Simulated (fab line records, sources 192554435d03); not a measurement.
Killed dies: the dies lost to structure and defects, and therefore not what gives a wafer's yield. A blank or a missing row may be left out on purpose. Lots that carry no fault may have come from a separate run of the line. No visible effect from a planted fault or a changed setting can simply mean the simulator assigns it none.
Lot-split experiment | flow n5_finfet | on a route of 1938 steps: 7 lots, 39 wafers read

== THE SPLIT ITSELF ==
At N5_BEOL_M6_DEP_56 (deposits SiCN from 3MS/NH3, target thk 10 nm, time 17.5 s), the setting time_s was moved away from the recipe's 17.5 s on 12 of the 39 wafers read, by -29.5% to +52.6%. The other wafers ran this setting at the recipe's value.

Reading taken at the split's own step.

== THE READING ==
SiCN_of_BEOL_M6_DEP_56.thk_nm (the simulator's own value, which no gauge read), in nm, at N5_BEOL_M6_DEP_56 (deposits SiCN from 3MS/NH3, target thk 10 nm, time 17.5 s). The file gives no usual value for it. The 27 wafers here that ran the recipe average 10.0 nm, standard deviation 0.16 nm.

wafer  | tool, chamber at the split | time_s as run, s | against the recipe | SiCN_of_BEOL_M6_DEP_56.thk_nm, nm | against lot-mates on the recipe
L077.1 | pecvd-01, 1                | 26.7             | +52.6%             | 15                                | +5.0
L077.2 | pecvd-01, 0                | 26.7             | +52.6%             | 15.2                              | +5.2
L077.3 | pecvd-01, 2,0,1            | 17.5             | recipe             | 10                                | -
L077.4 | pecvd-01, 2,0,1            | 17.5             | recipe             | 10                                | -
L077.5 | pecvd-01, 2,0,1            | 17.5             | recipe             | 10                                | -
L077.6 | pecvd-01, 2                | 26.7             | +52.6%             | 15.4                              | +5.4
L078.1 | pecvd-01, 1                | 17.5             | recipe             | 9.6                               | -
L078.2 | pecvd-01, 0,2,2            | 17.5             | recipe             | 10.2                              | -
L078.3 | pecvd-01, 0,2,2            | 17.5             | recipe             | 10.2                              | -
L078.4 | pecvd-01, 0,2,2            | 17.5             | recipe             | 10.2                              | -
L078.5 | pecvd-01, 1                | 17.5             | recipe             | 10                                | -
L078.6 | pecvd-01, 0                | 17.5             | recipe             | 10.4                              | -
L079.1 | pecvd-01, 2                | 12.33            | -29.5%             | 7.4                               | -2.7
L079.2 | pecvd-01, 1                | 17.5             | recipe             | 10                                | -
L079.5 | pecvd-01, 1                | 17.5             | recipe             | 10                                | -
L079.3 | pecvd-01, 0                | 12.33            | -29.5%             | 7.2                               | -2.9
L079.6 | pecvd-01, 0                | 12.33            | -29.5%             | 7.2                               | -2.9
L079.4 | pecvd-01, 2                | 17.5             | recipe             | 10.2                              | -
L088.1 | pecvd-02, 1                | 21.23            | +21.3%             | 11.8                              | +1.9
L088.2 | pecvd-02, 2                | 21.23            | +21.3%             | 11.6                              | +1.7
L088.3 | pecvd-02, 0,1              | 17.5             | recipe             | 9.8                               | -
L088.6 | pecvd-02, 0,1              | 17.5             | recipe             | 9.8                               | -
L088.4 | pecvd-02, 2                | 21.23            | +21.3%             | 12                                | +2.1
L088.5 | pecvd-02, 0                | 17.5             | recipe             | 10                                | -
L087.4 | pecvd-02, 0,1              | 17.5             | recipe             | 10                                | -
L087.5 | pecvd-02, 0,1              | 17.5             | recipe             | 10                                | -
L087.6 | pecvd-02, 2                | 17.5             | recipe             | 9.8                               | -
L091.1 | pecvd-01, 1,2,2,1,2        | 17.5             | recipe             | 10                                | -
L091.2 | pecvd-01, 1,2,2,1,2        | 17.5             | recipe             | 10                                | -
L091.3 | pecvd-01, 1,2,2,1,2        | 17.5             | recipe             | 10                                | -
L091.4 | pecvd-01, 1,2,2,1,2        | 17.5             | recipe             | 10                                | -
L091.6 | pecvd-01, 1,2,2,1,2        | 17.5             | recipe             | 10                                | -
L091.5 | pecvd-01, 1                | 17.5             | recipe             | 9.8                               | -
L095.1 | pecvd-02, 1,2,0            | 21.5             | +22.9%             | 12.2                              | +2.1
L095.3 | pecvd-02, 1,2,0            | 21.5             | +22.9%             | 12.2                              | +2.1
L095.4 | pecvd-02, 1,2,0            | 21.5             | +22.9%             | 12.2                              | +2.1
L095.2 | pecvd-02, 0,1              | 17.5             | recipe             | 10                                | -
L095.6 | pecvd-02, 0,1              | 17.5             | recipe             | 10                                | -
L095.5 | pecvd-02, 2                | 17.5             | recipe             | 10.2                              | -
When a row names more than one chamber, that row covers several wafers, and the file does not tell which wafer ran in which chamber.

FIT RESULTS
A straight line over all 39 wafers: SiCN_of_BEOL_M6_DEP_56.thk_nm changes by +0.0959 nm for each +1% of time_s; r = +1.00; the points scatter about the line by 0.18 nm.
The same after taking each lot's own level away (the mean of its wafers on the recipe; 39 wafers): +0.0967 nm for each +1%; r = +1.00; scatter 0.15 nm.
The reading moves by 5.1 nm for the largest change in time_s, on that fit.
Across the lots, their own levels run from 9.87 to 10.10 nm, a range of 1.5 times the standard deviation given above.
So the lot-to-lot level changes the slope little: the two slopes agree.
Check: with one of the wafers moved furthest among these (+52.6%) left out of the fit, the line predicts +5.1 nm for it against its lot-mates. It came out at +5 nm against them.

== OTHER SPLITS ON THESE WAFERS ==
Other splits were also applied to these wafers ahead of the reading. Each is held against what the fit with the lots' levels taken away leaves over:
other split on the same wafers   | wafers away from the commonest value | r with SiCN_of_BEOL_M6_DEP_56.thk_nm (lot level and that fit taken away)
N5_BEOL_M4_TRENCH_ETCH_37 time_s | 15                                   | +0.20

== FILE'S OWN FIT ==
SiCN_of_BEOL_M6_DEP_56.thk_nm changes by +0.0967 nm for each +1% of time_s, r = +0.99.
